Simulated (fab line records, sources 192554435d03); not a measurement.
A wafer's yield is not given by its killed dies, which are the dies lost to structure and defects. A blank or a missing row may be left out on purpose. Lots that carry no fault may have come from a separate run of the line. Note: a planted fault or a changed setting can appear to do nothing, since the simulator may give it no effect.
fab line records | flow n5-finfet
record: lots: 4 wafers: 10 last-day: 14
route steps=1938 shown HKMG_FIN@433 GATE_CUT@465 BEOL_M4@1111 PASSIVATION@1936
lots with no fault: from the same line, run without faults
start-h: the number of hours between the record's first day and the start of the first shown wafer of the lot | wait-h: hours elapsed since this lot's preceding step | " the same as in the row above | L1.1+2: a single row standing in for several wafers | - no value, or no start was given | * or withheld: withheld | < > ~ a bound
route shown NAME@n: a module of which the file shows steps, and the number in the route of the first | usual: mean/standard deviation of fault-free wafers | same: alike in all rows | chamber/n: place in a boat | sites: readings site by site | _std_site: the standard deviation of these | _edge_site: the outer-site mean with the inner-site mean subtracted | radius-mm: how far each site lies from the wafer's centre | mask NAME#n: copy n | behind: the last tool/chamber to shape the wafer | hold: reason for holding the lot/hours on hold/outcome of the hold | device: the n, p or np transistor that did not switch | end of line: the tests these same wafers got at the end of their route | step lacking rows: just its recipe | killed: the dies lost at the first sort to structure and to defects; this is not the yield of the wafer | map: the dies of a wafer, with x for killed, . for not killed, _ for no die there
set.NAME: the run value of the setting; set.NAME@STEP: its run value at that earlier step | model.NAME: the simulator's own value behind a step, which no gauge read
a table for each step, a row for each wafer; lots at some steps of the route
services: the hour from which a tool's chamber was out of use, counted from the record's first day as start-h (under 0 if before that day), plus the number of hours and why
== steps ==
step: N5_HKMG_FIN_DESCUM_17
recipe: chemistry: O2 time-s: 7.9 source-power-w: 50 bias-power-w: 20 pressure-mtorr: 20 rf-frequency-hz: 2.712e+07 temp-c: 40 resist: CAR-ArF o2-flow-sccm: 225
step: N5_HKMG_FIN_ETCH_31
recipe: chemistry: CF4 target: SiARC target-depth-a: 455 mask-material: CAR-ArF time-s: 75.8 ion-energy-ev: 80 pressure-mtorr: 40 source-w: 545 bias-w: 36 Ar_flow_sccm: 100 cf4-flow-sccm: 100 ends: cleared
step: N5_HKMG_FIN_ETCH_32
recipe: chemistry: N2/H2 target: SOC target-depth-a: 2400 temp-c: 40 time-s: 300 ion-energy-ev: 200 mask-material: SiARC pressure-mtorr: 30 source-w: 840 bias-w: 150 n2-flow-sccm: 200 h2-flow-sccm: 200
step: N5_HKMG_FIN_STRIP_33
recipe: chemistry: N2/H2 temp-c: 40 n2-flow-sccm: 200 h2-flow-sccm: 200 rf-frequency-hz: 6e+07
step: N5_HKMG_FIN_STRIP_34
recipe: chemistry: CF4 resist: SiARC power-w: 300 bias-power-w: 75 pressure-mtorr: 50 cf4-flow-sccm: 150 rf-frequency-hz: 6e+07
step: N5_HKMG_FIN_ETCH_35
recipe: chemistry: N2/H2 target: SOC target-depth-a: 2158 ion-energy-ev: 65 bias-w: 5 source-w: 3000 time-s: 243.4 pressure-mtorr: 30 n2-flow-sccm: 200 h2-flow-sccm: 200
step: N5_HKMG_FIN_STRIP_92
recipe: chemistry: N2/H2 material: SOC time-s: 20 power-w: 500 temp-c: 40 pressure-mtorr: 50 rf-frequency-hz: 6e+07 bias-power-w: 8 h2-frac: 0.5 n2-flow-sccm: 300 h2-flow-sccm: 300
step: N5_HKMG_FIN_WET_ETCH_18
recipe: chemistry: SC1 target: TiN mix: 1:1:5 temp-c: * time-s: 55 target-depth-nm: 5.2 dry: ipa-marangoni rinse-time-s: 30 rinse-temp-c: 23
step: N5_HKMG_FIN_STRIP_19
recipe: chemistry: N2/H2 power-w: 2500 temp-c: 300 h2-frac: 0.65 time-s: 360 pressure-mtorr: withheld n2-flow-sccm: 1750 h2-flow-sccm: 3250
step: N5_HKMG_FIN_ALD_91
recipe: material: TiN target-thk-a: 10 temp-c: 400 ald-precursor-family: TiCl4 ald-co-reactant: NH3 pulse-time-s: 1 purge-time-s: 3 co-reactant-purge-time-s: 2 co-reactant-pulse-time-s: 2 ald-cycles: 47 pressure-torr: 3
usual: ald-cycles: 47/0 heater-power-w: 879/97 precursor-pulse-height-rel: 0.999/0.021
same: co-reactant-purge-time-s: 2
columns lot.wafer tool chamber start-h wait-h ald-cycles heater-power-w precursor-pulse-height-rel
L972.1 ald-metal-03 0 84.29 0.3 47 852 0.997
L972.3 " 1 " " 47 865 0.976
L972.4 " 3 " " 47 1061 1.024
L977.1 ald-metal-04 2 111.83 0.3 47 842 1.025
L977.3 " 3 " " 47 830 1.008
L977.6 " 3 " " 47 802 1.002
L978.2 ald-metal-03 3 118.60 0.3 47 1046 0.974
L978.6 " 1 " " 59 879 1.006
L979.2 ald-metal-03 1 124.41 0.3 47 880 1.005
L979.6 " 0 " " 59 851 1.012
step: N5_HKMG_FIN_COAT_85
recipe: resist: SOC temp-c: 250 time-s: 60 spin-rpm: 1500 resist-thk-nm: 300
step: N5_HKMG_FIN_ETCH_86
recipe: chemistry: N2/H2 target: SOC target-depth-a: 3932 stop-on: TiN ion-energy-ev: 100 bias-w: 61 pressure-mtorr: 30 source-w: 850 n2-flow-sccm: 200 h2-flow-sccm: 200
step: N5_HKMG_FIN_STRIP_89
recipe: chemistry: N2/H2 material: SOC time-s: 20 power-w: 500 temp-c: 40 pressure-mtorr: 50 rf-frequency-hz: 6e+07 bias-power-w: 8 h2-frac: 0.5 n2-flow-sccm: 300 h2-flow-sccm: 300
step: N5_HKMG_FIN_WET_ETCH_87
recipe: chemistry: SC1 target: TiN mix: 1:2:40 temp-c: 50 time-s: 154.2 target-depth-nm: 4.7 dry: ipa-marangoni rinse-time-s: 30 rinse-temp-c: 23
step: N5_HKMG_FIN_STRIP_88
recipe: chemistry: N2/H2 power-w: 2500 temp-c: 300 h2-frac: 0.65 time-s: 360 pressure-mtorr: withheld n2-flow-sccm: 1750 h2-flow-sccm: 3250
step: N5_HKMG_FIN_NWFM_ALD_20
recipe: material: TiAlC target-thk-a: 20 temp-c: 300 ald-precursor-family: TiCl4 ald-co-reactant: TEA pulse-time-s: 3 purge-time-s: 2 co-reactant-purge-time-s: 2 co-reactant-pulse-time-s: 10 ald-cycles: 7 pressure-torr: 3
step: N5_HKMG_FIN_ALD_71
recipe: material: TiN target-thk-a: 10 temp-c: 400 ald-precursor-family: TiCl4 ald-co-reactant: NH3 pulse-time-s: 1 purge-time-s: 3 co-reactant-purge-time-s: 2 co-reactant-pulse-time-s: 2 ald-cycles: 47 pressure-torr: 3
step: N5_HKMG_FIN_COAT_66
recipe: resist: SOC temp-c: 250 time-s: 60 spin-rpm: 1500 resist-thk-nm: 300
step: N5_HKMG_FIN_ETCH_67
recipe: chemistry: N2/H2 target: SOC target-depth-a: 3889 stop-on: TiN ion-energy-ev: 100 bias-w: 61 pressure-mtorr: 30 source-w: 850 n2-flow-sccm: 200 h2-flow-sccm: 200
step: N5_HKMG_FIN_STRIP_90
recipe: chemistry: N2/H2 material: SOC time-s: 20 power-w: 500 temp-c: 40 pressure-mtorr: 50 rf-frequency-hz: 6e+07 bias-power-w: 8 h2-frac: 0.5 n2-flow-sccm: 300 h2-flow-sccm: 300
step: N5_HKMG_FIN_WET_ETCH_73
recipe: chemistry: SC1 mix: 1:2:40 temp-c: 50 time-s: 42.3 target-depth-nm: 1.3 dry: ipa-marangoni rinse-time-s: 30 rinse-temp-c: 23
step: N5_HKMG_FIN_ETCHBACK_68
recipe: chemistry: Cl2/Ar stop-on: HfO2 target-depth-a: 5 pressure-mtorr: 10 icp-w: 600 bias-w: 60 Cl2_flow_sccm: 40 Ar_flow_sccm: 60
step: N5_HKMG_FIN_STRIP_69
recipe: chemistry: N2/H2 power-w: 2500 temp-c: 300 h2-frac: 0.65 time-s: 360 pressure-mtorr: withheld n2-flow-sccm: 1750 h2-flow-sccm: 3250
step: N5_HKMG_FIN_ALD_21
recipe: material: TiN target-thk-a: 15 temp-c: 400 ald-precursor-family: TiCl4 ald-co-reactant: NH3 pulse-time-s: 1 purge-time-s: 3 co-reactant-purge-time-s: 2 co-reactant-pulse-time-s: 2 ald-cycles: 68 pressure-torr: 3
step: N5_HKMG_FIN_ALD_72
recipe: material: W target-thk-a: 20 temp-c: 300 pressure-torr: 7.5 ald-precursor-family: WF6 ald-co-reactant: B2H6 pulse-time-s: 1 purge-time-s: 2 co-reactant-purge-time-s: 2 co-reactant-pulse-time-s: 3 ald-cycles: 7
step: N5_HKMG_FIN_W_FILL_22
recipe: material: W target-thk-a: 600 temp-c: 400 pressure-torr: 39.4 time-s: 18.2
step: N5_HKMG_FIN_PRECLEAN_83
recipe: chemistry: DIW time-s: 57.5 temp-c: 23
step: N5_HKMG_FIN_SRD_84
recipe: dry-time-s: 32 dry: n2-spin spin-rpm: 1500
step: N5_HKMG_FIN_CMP_23
recipe: stop-on: SiNx t-overpolish-s: 10 post-cmp-clean: rinse-only down-force-psi: 4 platen-rpm: 50.289 pad-velocity-m-s: 1.0006 target-thk-nm: 46.326
step: N5_HKMG_FIN_CMP_94
recipe: stop-on: SiNx post-cmp-clean: w-dilute-nh4oh t-overpolish-s: 4.7 down-force-psi: 4 platen-rpm: 50.289 pad-velocity-m-s: 1.0006 target-thk-nm: 43.299
step: N5_GATE_CUT_ETCHBACK_00
recipe: chemistry: SF6/Cl2 target: W pressure-mtorr: 8 icp-w: 900 bias-w: 80 SF6_flow_sccm: 40 Cl2_flow_sccm: 60
step: N5_GATE_CUT_ETCH_56
recipe: chemistry: Cl2/Ar target: TiN target-depth-a: 216 pressure-mtorr: 10 icp-w: 600 bias-w: 60 Cl2_flow_sccm: 40 Ar_flow_sccm: 60
step: N5_GATE_CUT_ETCHBACK_30
recipe: chemistry: Cl2/Ar target: TiN target-depth-a: 30 mode: isotropic pressure-mtorr: 10 icp-w: 600 bias-w: 60 Cl2_flow_sccm: 40 Ar_flow_sccm: 60
step: N5_GATE_CUT_VAPOR_ETCH_60
recipe: chemistry: BCl3/Cl2 target: HfO2 mode: isotropic
step: N5_GATE_CUT_ETCH_58
recipe: chemistry: CH3F/O2 target: SiNx target-depth-a: 170 time-s: 128.6 ion-energy-ev: 50 pressure-mtorr: 30 source-w: 415 bias-w: 21 Ar_flow_sccm: 150 CH3F_flow_sccm: 30 O2_flow_sccm: 20
step: N5_GATE_CUT_STRIP_59
recipe: chemistry: N2/H2 time-s: 20 power-w: 100 temp-c: 40 pressure-mtorr: 100 rf-frequency-hz: 6e+07 bias-power-w: 3 n2-flow-sccm: 300 h2-flow-sccm: 300
step: N5_GATE_CUT_PRECLEAN_31
recipe: temp-c: 23 chemistry: DIW time-s: 300
step: N5_BEOL_M4_RC_MEAS_101
usual: DIBL_N: 36.2/2 DIBL_P: 36.1/2.4 IOFF_N: 0.16/0.035 IOFF_N_85C: 3.1/0.58 IOFF_N_LIN: 0.073/0.014 IOFF_N_LONG: 5.57e-05/2.6e-06 IOFF_P: 0.22/0.041 IOFF_P_85C: 3.7/0.58 IOFF_P_LIN: 0.102/0.015 IOFF_P_LONG: 0.000108/1.2e-05 ION_N: 675/14 ION_P: 465/8.6 SS_N: 71.5/0.64 SS_P: 73.2/0.76 VT_N: 250/3.9 VT_N_LONG: 275.1/2.2 VT_N_LVT: 100/3.9 VT_P: -249/3.4 VT_P_LONG: -274.3/3 VT_P_LVT: -99/3.4
columns lot.wafer tool chamber start-h wait-h DIBL_N[mV/V] DIBL_P[mV/V] IOFF_N[nA/um] IOFF_N_85C[nA/um] IOFF_N_LIN[nA/um] IOFF_N_LONG[nA/um] IOFF_P[nA/um] IOFF_P_85C[nA/um] IOFF_P_LIN[nA/um] IOFF_P_LONG[nA/um] ION_N[uA/um] ION_P[uA/um] SS_N[mV/dec] SS_P[mV/dec] VT_N[mV] VT_N_LONG[mV] VT_N_LVT[mV] VT_P[mV] VT_P_LONG[mV] VT_P_LVT[mV]
L972.1 prober-01 0 191.61 0.0 35.4 38.6 0.15 2.9 0.072 5.43e-05 0.26 4.4 0.125 0.000136 668 474 71.4 73.7 250 275.2 99 -244 -270.9 -95
L972.3 " 0 " " 35.7 37.8 0.16 3.0 0.071 5.65e-05 0.25 4.2 0.118 0.000122 668 467 71.7 73.4 252 276.9 98 -247 -272.7 -95
L972.4 " 0 " " 31.7 33.9 0.09 2.0 0.046 5.56e-05 0.18 3.2 0.093 0.000117 642 460 71.0 72.8 258 276.4 107 -248 -268.7 -100
L977.1 prober-01 0 205.99 0.0 37.3 37.2 0.18 3.4 0.079 5.83e-05 0.24 4.0 0.111 0.00011 675 465 72.0 73.2 247 272.6 98 -249 -271.8 -96
L977.3 " 0 " " 35.4 36.0 0.14 2.9 0.070 5.85e-05 0.23 3.9 0.110 0.000113 678 473 71.4 73.2 252 272.2 100 -247 -271.9 -96
L977.6 " 0 " " 35.6 36.1 0.15 3.0 0.072 5.84e-05 0.23 3.8 0.106 0.000107 677 464 71.3 73.7 250 274.0 101 -247 -271.7 -98
L979.2 prober-01 0 213.38 0.2 37.6 39.5 0.20 3.8 0.089 5.68e-05 0.28 4.5 0.125 0.000114 695 472 71.6 73.4 246 276.0 96 -245 -275.0 -94
L979.6 " 0 " " 36.3 36.5 0.06 1.5 0.028 3.3e-05 0.33 5.1 0.154 0.000142 619 481 71.7 72.4 276 300.1 127 -237 -265.7 -87
L978.2 prober-01 0 225.86 0.2 36.4 36.7 0.16 3.2 0.078 5.78e-05 0.25 4.2 0.119 0.000124 674 471 71.6 73.3 246 272.4 98 -244 -272.9 -93
L978.6 " 0 " " 37.1 37.3 0.06 1.5 0.029 3.31e-05 0.37 5.7 0.172 0.000158 613 487 71.8 72.7 278 305.7 126 -235 -260.6 -85
step: N5_PASSIVATION_PROBE_49
usual: defect-limited-yield: 91.1/1.4 killed_at_M0_to_M3: 36/9.9 killed_at_M4_up: 13/5.8 killed-at-contacts: 14/5.9 killed-at-front-end: 39/11 killed-at-other: 3.4/2.9 killed-dies: 105/17 killed-open: 70/13 killed-short: 34/7.3 sort_bin_5_function: 5.3/1 sort_bin_6_memory: 3.3/0.62 sort_bin_8_speed: 0.01/0.057 sort-n-pass: 1075/17 sort-yield-pct: 91.1/1.4
same: gross-dies: 1180 killed-at-back-side: 0 sort_bin_4_leakage[%]: 0
columns lot.wafer tool chamber start-h wait-h defect-limited-yield[%] killed_at_M0_to_M3 killed_at_M4_up killed-at-contacts killed-at-front-end killed-at-other killed-dies killed-open killed-short sort_bin_5_function[%] sort_bin_6_memory[%] sort_bin_8_speed[%] sort-n-pass sort-yield-pct[%]
L979.6 prober-01 - 322.90 0.3 91.8 21 14 14 48 0 97 69 27 4.6 3.4 59.32 383 32.5
L978.6 prober-02 - 328.09 0.3 91.5 44 13 5 37 1 100 67 32 5.3 3.2 80.34 132 11.2
killed by level:class
L979.6 MOL_CONTACT_COAG:geometric-particle:open=14 STI_FIN_REVEAL:geometric-particle:open=13 FIN_SAQP:geometric-particle:short=9 BEOL_M2:geometric-particle:open=7 BEOL_M4:geometric-particle:open=6 GATE_CUT:geometric-particle:short=5 ILD0:geometric-particle:open=4 BEOL_M0_SAQP:geometric-particle:short=4
L978.6 BEOL_M1:geometric-particle:open=11 STI_FIN_REVEAL:geometric-particle:open=10 BEOL_M0_SAQP:geometric-particle:short=9 BEOL_M0_SAQP:geometric-particle:open=9 BEOL_M2:geometric-particle:open=7 STARTING-WAFER:geometric-particle:short=6 BEOL_M4:geometric-particle:open=5 DUMMY_GATE:geometric-particle:open=4
map L978.6 (x killed, . not)
_________________.........x..________________
______________......x..........._____________
___________......................xx__________
__________.......x.................._________
________.....x.....x..x............x.._______
_______...........x..........x.........______
______.x.....x..x........x.............._____
_____.......x...............x............____
____.......x.....x..................x.....___
___.........................x....x...x.....__
___..............x..............x....x.....__
__..............x...xx............x....x...._
__.x.......x................................_
_.x................x......x..x.....x.....x...
_...............................x............
_.x............x.........x......x..........x.
_.x..x.....x............x................x.x.
_.................xx...............x.........
_............................................
_.....x....................x.x...x.x.x.......
_...................x.x....x................x
__............................x............._
__..x......xx.............x..............x.._
___..........x......x......x.............x.__
___....x...................................__
____..........xx........x.......x.........___
_____........x.........x...........x....x____
______......x........x........x........._____
_______x...............................______
________..x....x................x.x..._______
__________.........x...............x_________
___________...x.x............x.....__________
______________..x..x.....x......_____________
_________________x...........________________
map L979.6 (x killed, . not)
_________________.x..........________________
______________.................._____________
___________........................__________
__________.........................._________
________...x......................x..._______
_______.x.x..............x.............______
______...xx....x................x.x....._____
_____..............x...x.................____
____.......x..................x...........___
___......x...............x.....x...........__
___....x....x..........xx.............x....__
__............x..................x.........x_
__xx........x.x............................._
_.........x.......x...x................x.x..x
_...........x.x...........x..........x.......
_.........x..................x..x............
_....x....x.......x.........x...........x....
_....x.................x...............x.....
_........x..x...................x.xx.........
_...x...........xx..............x.x..........
_x.......x..x............................x...
__..............x.....................x....._
__...............x.........................._
___.x.............x.......................x__
___...x...x................................__
____................x.................x...___
_____..x.........x...x........x..x...x...____
______.......................x.xx.....x._____
_______.............x.....x.........x..______
________.......x..x...x..............._______
__________........x................x_________
___________x..x........x...........__________
______________................x._____________
_________________............________________
== services ==
columns tool chamber start-h hours kind
ald-metal-04 1 102.20 16.4 repair
== key ==
first-sign: step: N5_HKMG_FIN_ALD_91 reading: ald-cycles direction: up sigmas: 99+ usual: * struck: *
effect: step: N5_BEOL_M4_RC_MEAS_101 reading: VT_N_LONG direction: up sigmas: 13 usual: 275.1 struck: 302.9
effect: step: N5_BEOL_M4_RC_MEAS_101 reading: IOFF_N_LONG direction: down sigmas: 8.7 usual: 5.57e-05 struck: 3.3e-05
effect: step: N5_BEOL_M4_RC_MEAS_101 reading: VT_N direction: up sigmas: 6.9 usual: 250 struck: 277
effect: step: N5_BEOL_M4_RC_MEAS_101 reading: VT_N_LVT direction: up sigmas: 6.9 usual: 100 struck: 127
effect: step: N5_BEOL_M4_RC_MEAS_101 reading: ION_N direction: down sigmas: 4.2 usual: 675 struck: 616
effect: step: N5_BEOL_M4_RC_MEAS_101 reading: IOFF_P_LIN direction: up sigmas: 4 usual: 0.102 struck: 0.163
effect: step: N5_BEOL_M4_RC_MEAS_101 reading: VT_P direction: up sigmas: 3.9 usual: -249 struck: -236
effect: step: N5_BEOL_M4_RC_MEAS_101 reading: VT_P_LVT direction: up sigmas: 3.8 usual: -99 struck: -86
effect: step: N5_BEOL_M4_RC_MEAS_101 reading: VT_P_LONG direction: up sigmas: 3.7 usual: -274.3 struck: -263.2
effect: step: N5_BEOL_M4_RC_MEAS_101 reading: IOFF_P_LONG direction: up sigmas: 3.5 usual: 0.000108 struck: 0.00015
effect: step: N5_BEOL_M4_RC_MEAS_101 reading: IOFF_P direction: up sigmas: 3.2 usual: 0.22 struck: 0.35
effect: step: N5_BEOL_M4_RC_MEAS_101 reading: IOFF_N_LIN direction: down sigmas: 3.2 usual: 0.073 struck: 0.029
effect: step: N5_PASSIVATION_PROBE_49 reading: sort_bin_8_speed direction: up sigmas: 99+ usual: 0.01 struck: 69.83
met-at N5_HKMG_FIN_ALD_91
struck-wafers L978.6,L979.6
onset-between 84.29 118.60
fault: kind: process-parameter-drift tool: ald-metal-03 chamber: - onset-h: 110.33 steps: N5_HKMG_FIN_ALD_91 channel: ald-cycles offset: * shape: step end-h: 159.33 scope: struck-wafers-only acts-in: * stated: *
